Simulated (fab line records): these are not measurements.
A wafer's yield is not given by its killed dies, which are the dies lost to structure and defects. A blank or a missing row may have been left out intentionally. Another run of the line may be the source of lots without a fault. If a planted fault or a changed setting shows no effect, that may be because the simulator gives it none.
Which of the tools did it? + flow nand harc + 7 lots with 21 wafers sampled at 3 steps, on a route of 1159 steps

== WHAT THE GAUGES SHOWED, per wafer ==
NHARC_A_ONON_D1_THK_MEAS_21: measures by ellipsometry.
| lot  | measured     | on            | thk nm (nm)    |
|------|--------------|---------------|----------------|
| L518 | day 8 20:55  | film metro-01 | 1004 1005 1005 |
| L522 | day 9 17:06  | film metro-02 | 1008 1005 1006 |
| L520 | day 9 23:34  | film metro-01 | 992 991 990    |
| L524 | day 9 23:47  | film metro-02 | 993 992 995    |
| L527 | day 10 23:31 | film metro-01 | 1635 1640 1638 |
| L528 | day 11 06:11 | film metro-02 | 995 996 997    |
| L538 | day 13 18:49 | film metro-02 | 986 988 987    |

== TOOL THAT RAN EACH LOT (tool first, then ch and the chambers of the sampled wafers, then the start) ==
| lot  | NHARC_P_BONDPAD_PVD_17                  | NHARC_A_ONON_D1_DEP_19           |
|------|-----------------------------------------|----------------------------------|
| L518 | pvd sputter-02, day 7 07:33 or earlier  | pecvd onon-04 ch 0, day 8 20:28  |
| L522 | pvd sputter-03, day 8 06:26 or earlier  | pecvd onon-04 ch 0, day 9 16:35  |
| L520 | pvd sputter-03, day 8 12:35 or earlier  | pecvd onon-02 ch 0, day 9 23:04  |
| L524 | pvd sputter-02, day 8 16:24 or earlier  | pecvd onon-03 ch 0, day 9 23:16  |
| L527 | pvd sputter-01, day 9 17:02 or earlier  | pecvd onon-03 ch 0, day 10 23:00 |
| L528 | pvd sputter-03, day 9 22:40 or earlier  | pecvd onon-02 ch 0, day 11 05:44 |
| L538 | pvd sputter-03, day 12 10:32 or earlier | pecvd onon-04 ch 0, day 13 18:22 |
- NHARC_P_BONDPAD_PVD_17: deposits TaN, target thk 5 nm, time 8.06 s.
- NHARC_A_ONON_D1_DEP_19: target thk 1000 nm.

== THE ANSWER, worked out from the rows above alone ==
Rule: the lots themselves supply what counts as usual. The widest of any qualifying gaps counts: lots, ordered by their means at a reading, are off when they make up no more than a third of the lots, leave a main group of 4 or more, and stand apart from it by 3 or more times the standard deviation of that group's means. The tables above print the reading to a certain number of digits; a main group whose means all agree to those digits is not used. Also off: a lot with no number at a reading for which 4 or more lots have one. Where the step has rows for the other lots, those lots are counted as sound.
Off, at NHARC_A_ONON_D1_THK_MEAS_21 on thk nm: L527. Mean 996 nm and standard deviation 7 in the main group.
If a tool, at a process step before that reading, ran all the lots that are off and no sound lot after the first of them, it fits. The gauges at NHARC_A_ONON_D1_THK_MEAS_21 are tried like those tools. NHARC_P_BONDPAD_PVD_17 gives no start for some lots, so the hours and the order of its lots are those of NHARC_A_ZERO_WELL_CD_MEAS_10. Can't be told from this: 3 tools fit, pvd sputter-01 at NHARC_P_BONDPAD_PVD_17, pecvd onon-03 at NHARC_A_ONON_D1_DEP_19, film metro-01 at NHARC_A_ONON_D1_THK_MEAS_21.

== WHAT THE SIMULATOR PUT IN ==
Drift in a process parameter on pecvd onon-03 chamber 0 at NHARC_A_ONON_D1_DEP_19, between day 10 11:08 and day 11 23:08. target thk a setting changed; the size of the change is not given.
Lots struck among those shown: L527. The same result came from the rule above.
